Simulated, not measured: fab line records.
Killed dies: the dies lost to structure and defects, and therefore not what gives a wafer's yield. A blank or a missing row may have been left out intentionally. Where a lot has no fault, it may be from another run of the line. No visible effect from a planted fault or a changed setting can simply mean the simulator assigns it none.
Matching of chambers ; flow n5_finfet ; rie_diel-02 running N5_BEOL_M3_ETCH_74: 4 sister chambers
The step etches underlayer in N2/H2, target depth 6.5 nm, time 5.2 s. 8 wafers are shown with their chamber, then 9 later ones without.

== WAFERS WITH THEIR CHAMBER ==
wafer;chamber;drypump_motor_current_A (A);showerhead_plenum_p_Torr (Torr)
L085.1;0;6.5;2.61
L085.3;1;5.6;2.62
L090.1;3;5.0;2.48
L090.3;0;6.5;2.61
L090.4;2;5.1;2.53
L091.1;2;5.1;2.53
L091.2;1;5.6;2.61
L091.6;3;4.9;2.48

== WAFERS WHOSE CHAMBER IS MISSING ==
wafer;drypump_motor_current_A (A);showerhead_plenum_p_Torr (Torr)
L093.2;5.1;2.52
L093.5;6.6;2.60
L093.6;5.0;2.48
L096.1;5.1;2.52
L096.2;4.9;2.47
L096.5;5.1;2.52
L097.1;4.9;2.47
L097.2;5.6;2.61
L097.5;6.5;2.60

== CHAMBER TAKEN BY EACH ==
wafer;from the rows above;in truth
L093.2;2;2
L093.5;0;0
L093.6;3;3
L096.1;2;2
L096.2;3;3
L096.5;2;2
L097.1;3;3
L097.2;1;1
L097.5;0;0
Placed correctly: 9 of 9. Number that these rows cannot place: 0. Number placed wrongly: 0.
How it was worked out, from the rows above alone: a wafer's distance from a chamber is the root of the sum, over the readings, of the square of ((its reading less the chamber's mean) divided by the reading's scatter). If the next closest chamber is less than 2 further off than the closest, the wafer can't be placed; otherwise it belongs to the closest. A chamber's mean is the mean of its shown wafers. The scatter: take each reading less its chamber's mean, square it, sum over the shown wafers, divide by the number of wafers less the number of chambers, and take the root.
